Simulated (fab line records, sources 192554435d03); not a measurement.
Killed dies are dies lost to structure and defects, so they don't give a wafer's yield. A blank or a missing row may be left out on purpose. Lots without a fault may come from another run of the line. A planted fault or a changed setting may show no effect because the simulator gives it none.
Chamber matching | flow n5_finfet | N5_STI_FIN_REVEAL_ETCHBACK_08 on rie_diel-02: 4 sister chambers
The step etches SiO2 in C4F6/O2, target depth 30.5 nm, time 10.167 s. 8 wafers are shown with their chamber, then 8 later ones without.

WAFERS WITH THEIR CHAMBER
wafer  | chamber | drypump_motor_current_A (A) | throttle_valve_pct (%)
L080.3 | 2       | 5.4                         | 21.41
L080.6 | 1       | 5.4                         | 21.28
L081.4 | 1       | 5.4                         | 21.25
L081.6 | 3       | 6.6                         | 20.84
L083.6 | 3       | 6.5                         | 20.84
L089.2 | 2       | 5.5                         | 21.42
L089.5 | 0       | 5.6                         | 21.09
L093.1 | 0       | 5.6                         | 21.11

WAFERS WITHOUT THEIR CHAMBER
wafer  | drypump_motor_current_A (A) | throttle_valve_pct (%)
L093.4 | 5.6                         | 21.12
L093.5 | 5.6                         | 21.10
L094.2 | 5.4                         | 21.30
L094.4 | 5.6                         | 21.12
L094.5 | 5.4                         | 21.28
L095.2 | 6.6                         | 20.86
L095.3 | 5.4                         | 21.30
L095.4 | 5.4                         | 21.04

WHICH CHAMBER EACH WENT THROUGH
wafer  | from the rows above | in truth
L093.4 | 0                   | 0
L093.5 | 0                   | 0
L094.2 | 1                   | 1
L094.4 | 0                   | 0
L094.5 | 1                   | 1
L095.2 | 3                   | 3
L095.3 | 1                   | 1
L095.4 | 0                   | 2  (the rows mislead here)
Placed correctly: 7 of 8. Can't be placed from these rows: 0. Placed wrongly: 1.
How it was worked out, from the rows above alone: a wafer's distance from a chamber is the root of the sum, over the readings, of the square of ((its reading less the chamber's mean) divided by the reading's scatter). The wafer belongs to the nearest chamber; if the next one is less than 2 further off, it can't be placed. A chamber's mean is the mean of its shown wafers. The scatter: the root of (the sum of the squares of (reading less its chamber's mean) over the shown wafers, divided by (wafers less chambers)).
